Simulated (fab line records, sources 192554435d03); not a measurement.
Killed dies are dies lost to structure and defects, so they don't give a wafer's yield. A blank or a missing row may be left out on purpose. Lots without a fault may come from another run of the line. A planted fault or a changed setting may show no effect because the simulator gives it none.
fab line records | flow n5_finfet
record lots=6 wafers=18 last_day=19
route steps=1938 shown FIN_SAQP@148 FIN_CUT@154 BEOL_M4@1111
lots that met no fault: from a run of the same line without faults
start_h: hours from the record's first day to the start of the lot's first wafer shown | wait_h: hours since the lot's step before | " the same as in the row above | L1.1+2: a row that stands for several wafers | - no value, or no start given | * or withheld: withheld | < > ~ a bound
route shown NAME@n: a module of which the file shows steps, and the number in the route of the first | usual: mean/standard deviation of fault-free wafers | same: alike in all rows | chamber/n: place in a boat | sites: the reading at each site | _std_site: their standard deviation | _edge_site: outer sites' mean less inner sites' | radius_mm: how far each site lies from the wafer's centre | mask NAME#n: copy n | behind: the tool/chamber that last shaped the wafer | hold: why the lot was held/for how many hours/how that ended | device: the transistor (n, p or np) that didn't switch | end of line: the same wafers' tests at the end of the route | a step without rows: its recipe alone | killed: dies lost to structure and defects at the first sort, not the wafer's yield | map: a wafer's dies, x killed, . not, _ none there
set.NAME: the setting as run; set.NAME@STEP: as run at that earlier step | model.NAME: the simulator's own value behind a step, which no gauge read
lots at some steps of the route; a table a step, a row a wafer
services: from which hour (start_h, from the record's first day; less than 0 if before it) a tool's chamber was out of use, for how many hours, and why
## steps
# step N5_FIN_SAQP_CD_MEAS_37
# recipe target_cd_nm=8 polarity=line
# usual cd_nm=8.13/0.23
# columns lot.wafer tool chamber start_h wait_h cd_nm
L569.3 cd_sem-01 - 39.90 0.1 7.83
L569.5 " - " " 7.71
L569.6 " - " " 7.97
L572.2 cd_sem-03 - 58.48 0.1 7.97
L572.4 " - " " 8.26
L572.6 " - " " 8.15
L573.2 cd_sem-03 - 64.15 0.1 8.40
L573.4 " - " " 8.36
L573.6 " - " " 8.29
L585.3 cd_sem-01 - 134.38 0.1 8.34
L585.4 " - " " 8.59
L585.5 " - " " 8.21
L586.1 cd_sem-03 - 139.97 0.1 8.19
L586.2 " - " " 7.74
L586.6 " - " " 8.03
L588.1 cd_sem-03 - 153.68 0.1 7.82
L588.2 " - " " 8.07
L588.3 " - " " 8.43
# step N5_FIN_SAQP_PRECLEAN_38
# recipe chemistry=O3/DIW time_s=45 temp_c=22 o3_ppm=10
# step N5_FIN_SAQP_PRECLEAN_45
# recipe chemistry=dHF time_s=10 dilution=500:1 temp_c=25
# step N5_FIN_SAQP_SRD_39
# recipe dry=ipa_marangoni time_s=30 temp_c=23 rinse_liquid=diw
# step N5_FIN_SAQP_OCD_MEAS_76
# usual trench_depth_nm=120.3/1.5
# columns lot.wafer tool chamber start_h wait_h trench_depth_nm
L569.3 ocd-01 - 40.00 0.0 117.4
L569.5 " - " " 116.8
L569.6 " - " " 120.4
L572.2 ocd-02 - 58.58 0.0 120.9
L572.4 " - " " 120.0
L572.6 " - " " 120.1
L573.2 ocd-02 - 64.25 0.0 121.2
L573.4 " - " " 122.1
L573.6 " - " " 122.5
L585.3 ocd-02 - 134.48 0.0 119.4
L585.4 " - " " 120.6
L585.5 " - " " 122.2
L586.1 ocd-02 - 140.07 0.0 122.1
L586.2 " - " " 118.5
L586.6 " - " " 119.8
L588.1 ocd-01 - 153.79 0.0 121.3
L588.2 " - " " 119.0
L588.3 " - " " 121.5
# step N5_FIN_SAQP_INSPECT_40
# recipe inspect_instrument=brightfield mode=aei
# usual raw_defect_count=235/83
# columns lot.wafer tool chamber start_h wait_h raw_defect_count
L569.3 defect_inspect-01 - 40.02 0.0 365
L569.5 " - " " 251
L569.6 " - " " 176
L572.2 defect_inspect-02 - 58.61 0.0 388
L572.4 " - " " 291
L572.6 " - " " 284
L573.2 defect_inspect-01 - 64.28 0.0 170
L573.4 " - " " 256
L573.6 " - " " 213
L585.3 defect_inspect-02 - 134.51 0.0 192
L585.4 " - " " 135
L585.5 " - " " 298
L586.1 defect_inspect-01 - 140.10 0.0 200
L586.2 " - " " 178
L586.6 " - " " 184
L588.1 defect_inspect-01 - 153.82 0.0 403
L588.2 " - " " 311
L588.3 " - " " 364
# step N5_FIN_CUT_COAT_18
# recipe resist=SOC temp_c=250 time_s=60 spin_rpm=1500 resist_thk_nm=230
# step N5_FIN_CUT_COAT_19
# recipe resist=SiARC temp_c=220 time_s=60 spin_rpm=1500 resist_thk_nm=20
# step N5_FIN_CUT_COAT_29
# recipe resist=underlayer temp_c=205 time_s=60 spin_rpm=1500 resist_thk_nm=10
# step N5_FIN_CUT_COAT_02
# recipe resist=CAR-EUV spin_rpm=1500 resist_thk_nm=30
# step N5_FIN_CUT_EBR_04
# recipe solvent=PGMEA ebr_width_mm=1.5
# step N5_FIN_CUT_SOFTBAKE_03
# recipe temp_c=110 time_s=60 resist=CAR-EUV
# step N5_FIN_CUT_EXPOSE_05
# recipe mask_id=FIN_CUT na=0.33 source_shape=annular sigma_inner=0.35 sigma_outer=0.8 polarization=unpolarized dose_mj=45.75
# columns lot.wafer tool chamber start_h wait_h mask model.FIN_CUT.overlay_x_nm
L569.3+5+6 euv_scanner-02 0 40.21 - FIN_CUT#0 0.2
L572.2+4+6 euv_scanner-02 0 58.91 - FIN_CUT#0 0
L573.2+4+6 euv_scanner-01 0 64.58 - FIN_CUT#0 -0.8
L585.3+4+5 euv_scanner-01 0 134.69 - FIN_CUT#0 11.2
L586.1+2+6 euv_scanner-01 0 140.27 - FIN_CUT#0 11.2
L588.1+2+3 euv_scanner-02 0 153.98 - FIN_CUT#0 -0.2
# step N5_FIN_CUT_PEB_06
# recipe peb_temp_c=100 peb_time_s=60 resist=CAR-EUV
# step N5_FIN_CUT_DEVELOP_07
# recipe develop_time_s=30 developer=TMAH resist=CAR-EUV rinse_liquid=surfactant_rinse dry=air_spin dev_temp_c=23
# step N5_FIN_CUT_CD_MEAS_08
# recipe target_cd_nm=29.1 landing_energy_ev=500 detector=se_inlens polarity=opening
# usual cd_nm=29.12/0.22
# columns lot.wafer tool chamber start_h wait_h cd_nm
L569.3 cd_sem-03 0 40.33 - 28.98
L569.5 " 0 " " 29.17
L569.6 " 0 " " 28.75
L572.2 cd_sem-03 0 59.04 - 28.86
L572.4 " 0 " " 28.82
L572.6 " 0 " " 28.55
L573.2 cd_sem-01 0 64.71 - 29.20
L573.4 " 0 " " 29.42
L573.6 " 0 " " 29.45
L585.3 cd_sem-03 0 134.81 - 29.14
L585.4 " 0 " " 28.65
L585.5 " 0 " " 28.85
L586.1 cd_sem-02 0 140.41 - 29.27
L586.2 " 0 " " 29.11
L586.6 " 0 " " 29.29
L588.1 cd_sem-01 0 154.12 - 29.64
L588.2 " 0 " " 29.02
L588.3 " 0 " " 29.09
# step N5_FIN_CUT_OVL_MEAS_09
# recipe points_per_wafer=522
# usual FIN_CUT_OVL=-0.4/0.65
# columns lot.wafer tool chamber start_h wait_h FIN_CUT_OVL[nm]
L569.3 overlay-02 0 40.37 0.0 0.4
L569.5 " 0 " " 0.6
L569.6 " 0 " " -0.1
L572.2 overlay-01 0 59.08 0.0 -0.9
L572.4 " 0 " " -0.8
L572.6 " 0 " " -0.9
L573.2 overlay-01 0 64.74 0.0 -1.4
L573.4 " 0 " " -1.1
L573.6 " 0 " " -0.3
L585.3 overlay-01 0 134.85 0.0 11.1
L585.4 " 0 " " 10.3
L585.5 " 0 " " 10.5
L586.1 overlay-01 0 140.44 0.0 10.8
L586.2 " 0 " " 10.0
L586.6 " 0 " " 10.1
L588.1 overlay-01 0 154.15 0.0 -1.2
L588.2 " 0 " " -1.3
L588.3 " 0 " " -0.8
# step N5_FIN_CUT_INSPECT_10
# recipe mode=adi inspect_instrument=brightfield
# usual raw_defect_count=43/14
# columns lot.wafer tool chamber start_h wait_h raw_defect_count
L569.3 defect_inspect-01 - 40.42 0.0 60
L569.5 " - " " 55
L569.6 " - " " 30
L572.2 defect_inspect-01 - 59.13 0.0 57
L572.4 " - " " 39
L572.6 " - " " 51
L573.2 defect_inspect-01 - 64.79 0.0 29
L573.4 " - " " 42
L573.6 " - " " 37
L585.3 defect_inspect-02 - 134.90 0.0 35
L585.4 " - " " 37
L585.5 " - " " 45
L586.1 defect_inspect-01 - 140.50 0.1 35
L586.2 " - " " 36
L586.6 " - " " 34
L588.1 defect_inspect-01 - 154.21 0.1 63
L588.2 " - " " 52
L588.3 " - " " 69
# step N5_BEOL_M4_RC_MEAS_101
# usual DIBL_N=36.6/1.3 DIBL_P=36.4/1.4 IOFF_N=0.167/0.023 IOFF_P=0.219/0.029 ION_N=678/8.7 ION_P=464/6.4 SS_N=71.5/0.53 SS_P=73.4/0.57 VT_N=248.5/2.8 VT_P=-249/3.1
# columns lot.wafer tool chamber start_h wait_h DIBL_N[mV/V] DIBL_P[mV/V] IOFF_N[nA/um] IOFF_P[nA/um] ION_N[uA/um] ION_P[uA/um] SS_N[mV/dec] SS_P[mV/dec] VT_N[mV] VT_P[mV]
L569.3 prober-02 0 196.53 0.3 35.5 35.3 0.147 0.207 677 467 70.4 73.4 250.7 -252
L569.5 " 0 " " 36.6 35.2 0.159 0.198 677 464 71.5 73.2 251.4 -249
L569.6 " 0 " " 34.8 33.9 0.130 0.189 663 459 71.2 73.2 253.6 -248
L572.2 prober-02 0 201.24 0.2 35.5 35.2 0.142 0.242 675 480 72.1 72.8 251.9 -244
L572.4 " 0 " " 37.1 37.0 0.176 0.269 678 473 72.2 73.2 249.8 -245
L572.6 " 0 " " 35.3 34.9 0.135 0.232 676 473 71.5 73.0 255.2 -247
L573.2 prober-02 0 226.67 0.2 38.3 38.0 0.181 0.236 682 475 71.9 73.5 247.6 -247
L573.4 " 0 " " 39.1 39.0 0.211 0.270 704 481 71.8 73.0 243.3 -246
L573.6 " 0 " " 38.8 38.6 0.201 0.251 690 470 71.6 73.9 244.8 -250
L586.1 prober-01 0 329.98 0.0 35.8 36.1 0.147 0.208 669 460 71.8 73.2 248.5 -251
L586.2 " 0 " " 36.4 37.0 0.156 0.211 675 469 71.3 73.5 250.8 -251
L586.6 " 0 " " 36.7 37.4 0.166 0.222 673 463 72.1 73.4 246.6 -251
L585.3 prober-02 0 332.46 0.3 37.4 37.9 0.195 0.265 686 471 72.3 73.7 244.1 -246
L585.4 " 0 " " 36.1 34.9 0.162 0.215 683 465 71.0 73.5 247.0 -247
L585.5 " 0 " " 36.1 36.2 0.167 0.238 683 472 70.9 74.1 245.4 -247
L588.1 prober-01 0 351.14 0.0 36.9 37.9 0.164 0.231 674 467 71.6 74.1 251.0 -249
L588.2 " 0 " " 36.5 37.0 0.149 0.200 676 457 71.7 72.9 249.8 -253
L588.3 " 0 " " 37.9 39.8 0.187 0.257 683 471 72.1 73.3 247.3 -248
## services
# columns tool chamber start_h hours kind
euv_scanner-01 - 18.88 0.5 repair
euv_scanner-01 - 38.39 1.0 pm
euv_scanner-02 0 41.83 - calibration
euv_scanner-02 - 57.38 1.0 pm
euv_scanner-01 0 64.38 - calibration
euv_scanner-02 - 78.98 4.6 pm
euv_scanner-01 - 82.66 2.8 repair
euv_scanner-02 - 87.91 4.1 repair
euv_scanner-01 - 94.54 1.0 pm
euv_scanner-02 - 113.53 1.0 pm
euv_scanner-01 - 140.86 2.2 repair
euv_scanner-01 - 150.74 1.0 pm
## key
first_sign step=N5_FIN_CUT_OVL_MEAS_09 reading=FIN_CUT_OVL direction=up sigmas=17 usual=-0.4 struck=10.5
effect none on later readings
model_effect step=N5_FIN_CUT_EXPOSE_05 value=FIN_CUT.overlay_x_nm without=-0.4 struck=11.2
met_at N5_FIN_CUT_EXPOSE_05
struck_wafers L585.3,L585.4,L585.5,L586.1,L586.2,L586.6
onset_between 64.58 134.69
fault kind=scanner_matching_overlay tool=euv_scanner-01 chamber=- onset_h=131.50 steps=N5_FIN_CUT_EXPOSE_05 offset=11.542
